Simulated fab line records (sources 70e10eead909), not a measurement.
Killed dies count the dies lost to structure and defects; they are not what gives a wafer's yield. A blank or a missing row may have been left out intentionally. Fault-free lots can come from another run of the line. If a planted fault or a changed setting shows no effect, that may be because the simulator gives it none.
Which tool did it? :: flow nand-harc :: 11 lots with 33 wafers sampled at 2 steps, on a route of 1302 steps

== WHAT EACH GAUGE READ, for each wafer ==
NHARC_A_CHANNEL_HOLE_D2_CD_MEAS_18.
lot: L824
measured: day 13 01:41
on: cd-sem-02
cd-nm (nm): 99.4 100.3 100.4

lot: L826
measured: day 13 20:48
on: cd-sem-02
cd-nm (nm): 98.0 96.9 94.9

lot: L825
measured: day 13 21:16
on: cd-sem-03
cd-nm (nm): 97.3 99.4 99.1

lot: L830
measured: day 15 16:19
on: cd-sem-02
cd-nm (nm): 98.9 99.3 98.2

lot: L832
measured: day 15 23:52
on: cd-sem-03
cd-nm (nm): 99.1 97.6 97.0

lot: L833
measured: day 16 14:54
on: cd-sem-03
cd-nm (nm): 98.7 96.8 96.4

lot: L836
measured: day 17 15:53
on: cd-sem-03
cd-nm (nm): 100.6 98.4 101.0

lot: L838
measured: day 19 19:41
on: cd-sem-03
cd-nm (nm): 98.8 97.7 99.0

lot: L840
measured: day 20 00:06
on: cd-sem-01
cd-nm (nm): 95.8 97.8 98.3

lot: L844
measured: day 21 08:25
on: cd-sem-03
cd-nm (nm): 97.8 98.0 98.2

lot: L846
measured: day 23 21:19
on: cd-sem-02
cd-nm (nm): 98.5 98.7 96.6

== EACH LOT AND THE TOOL THAT RAN IT (in order: tool; ch and the chambers of the sampled wafers; start) ==
lot: L824
NHARC_A_CHANNEL_HOLE_D2_ETCH_39: rie-diel-06 ch 0,1,3, day 13 00:49

lot: L826
NHARC_A_CHANNEL_HOLE_D2_ETCH_39: rie-diel-10 ch 0,2,3, day 13 19:47

lot: L825
NHARC_A_CHANNEL_HOLE_D2_ETCH_39: rie-diel-10 ch 0,1,2, day 13 20:02

lot: L830
NHARC_A_CHANNEL_HOLE_D2_ETCH_39: rie-diel-10 ch 0,1,2, day 15 15:23

lot: L832
NHARC_A_CHANNEL_HOLE_D2_ETCH_39: rie-diel-10 ch 0,1,2, day 15 22:56

lot: L833
NHARC_A_CHANNEL_HOLE_D2_ETCH_39: rie-diel-10 ch 1,2,3, day 16 13:32

lot: L836
NHARC_A_CHANNEL_HOLE_D2_ETCH_39: rie-diel-06 ch 1,2,3, day 17 14:58

lot: L838
NHARC_A_CHANNEL_HOLE_D2_ETCH_39: rie-diel-10 ch 0,1,3, day 19 18:46

lot: L840
NHARC_A_CHANNEL_HOLE_D2_ETCH_39: rie-diel-10 ch 1,2,3, day 19 23:14

lot: L844
NHARC_A_CHANNEL_HOLE_D2_ETCH_39: rie-diel-10 ch 1,2, day 21 07:29

lot: L846
NHARC_A_CHANNEL_HOLE_D2_ETCH_39: rie-diel-06 ch 0,1, day 23 20:23
- NHARC_A_CHANNEL_HOLE_D2_ETCH_39: etches the open film in N2/H2, target depth 260 nm, time 325 s.

== THE ANSWER, worked out from the rows above alone ==
Rule: the lots themselves supply what counts as usual. The widest of any qualifying gaps counts: lots, ordered by their means at a reading, are off when they make up no more than a third of the lots, leave a main group of 4 or more, and stand apart from it by 3 or more times the standard deviation of that group's means. The tables above print the reading to a certain number of digits; a main group whose means all agree to those digits is not used. Also off: a lot with no number at a reading for which 4 or more lots have one. Any other lot the step has rows for is counted as sound.
None of the lots is off at any reading shown; this tells nothing.

== WHAT THE SIMULATOR HAD PUT IN ==
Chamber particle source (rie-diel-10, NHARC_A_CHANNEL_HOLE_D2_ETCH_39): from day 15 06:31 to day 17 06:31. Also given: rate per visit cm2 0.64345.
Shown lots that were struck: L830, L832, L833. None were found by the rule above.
